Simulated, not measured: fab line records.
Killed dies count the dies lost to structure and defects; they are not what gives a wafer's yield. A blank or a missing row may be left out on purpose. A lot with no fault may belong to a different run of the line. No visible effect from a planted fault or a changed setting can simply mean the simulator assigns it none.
Chamber matching | flow n5-finfet | N5_BEOL_M4_ETCHBACK_99 on rie-diel-05 has 4 sister chambers
The step etches SiO2 in CHF3, target depth 5 nm, time 10.4 s. 16 wafers are shown with their chamber, then 8 later ones without.

== WAFERS, EACH WITH ITS CHAMBER ==
wafer  | chamber | rf-vpp-V (V) | throttle-valve-pct (%) | showerhead-plenum-p-Torr (Torr)
L075.2 | 3       | 239          | 17.25                  | 2.13
L075.5 | 1       | 249          | 16.84                  | 2.18
L075.6 | 0       | 238          | 17.15                  | 2.11
L076.3 | 0       | 236          | 17.17                  | 2.11
L076.4 | 3       | 239          | 17.25                  | 2.13
L076.6 | 1       | 250          | 16.83                  | 2.18
L083.1 | 1       | 248          | 16.85                  | 2.17
L083.3 | 3       | 239          | 17.27                  | 2.13
L083.4 | 0       | 237          | 17.19                  | 2.10
L084.1 | 3       | 239          | 17.29                  | 2.13
L084.2 | 1       | 249          | 16.86                  | 2.17
L084.4 | 0       | 239          | 17.19                  | 2.10
L088.4 | 3       | 239          | 17.30                  | 2.12
L088.5 | 2       | 227          | 17.20                  | 2.05
L088.6 | 3       | 239          | 17.32                  | 2.12
L089.2 | 3       | 240          | 17.31                  | 2.12

SIGNATURES, as means of the wafers listed above
reading                  | chamber 0 | chamber 1 | chamber 2 | chamber 3 | scatter within a chamber
rf-vpp-V                 | 237.50    | 249.00    | 227.00    | 239.14    | 0.809
throttle-valve-pct       | 17.1750   | 16.8450   | 17.2000   | 17.2843   | 0.023
showerhead-plenum-p-Torr | 2.1050    | 2.1750    | 2.0500    | 2.1257    | 0.00556
Rule: distance of a wafer from a chamber = root of the sum over the readings of ((wafer's reading minus chamber's mean) / reading's scatter) squared. The wafer belongs to the nearest chamber; if the next one is less than 2 further off, it can't be placed. The scatter: take each reading less its chamber's mean, square it, sum over the shown wafers, divide by the number of wafers less the number of chambers, and take the root.

== WAFERS WITH NO CHAMBER GIVEN ==
wafer  | rf-vpp-V (V) | throttle-valve-pct (%) | showerhead-plenum-p-Torr (Torr)
L089.5 | 240          | 17.31                  | 2.12
L089.6 | 228          | 17.21                  | 2.05
L095.2 | 228          | 17.24                  | 2.05
L095.4 | 248          | 16.92                  | 2.16
L095.5 | 239          | 17.32                  | 2.12
L097.3 | 238          | 17.23                  | 2.09
L097.4 | 228          | 17.24                  | 2.04
L097.6 | 240          | 17.34                  | 2.12

== WHICH CHAMBER EACH WENT THROUGH ==
wafer  | from the rows above | in truth
L089.5 | 3                   | 3
L089.6 | 2                   | 2
L095.2 | 2                   | 2
L095.4 | 1                   | 1
L095.5 | 3                   | 3
L097.3 | 0                   | 0
L097.4 | 2                   | 2
L097.6 | 3                   | 3
Placed correctly: 8 of 8. Left unplaced by these rows: 0. Placed wrongly: 0.
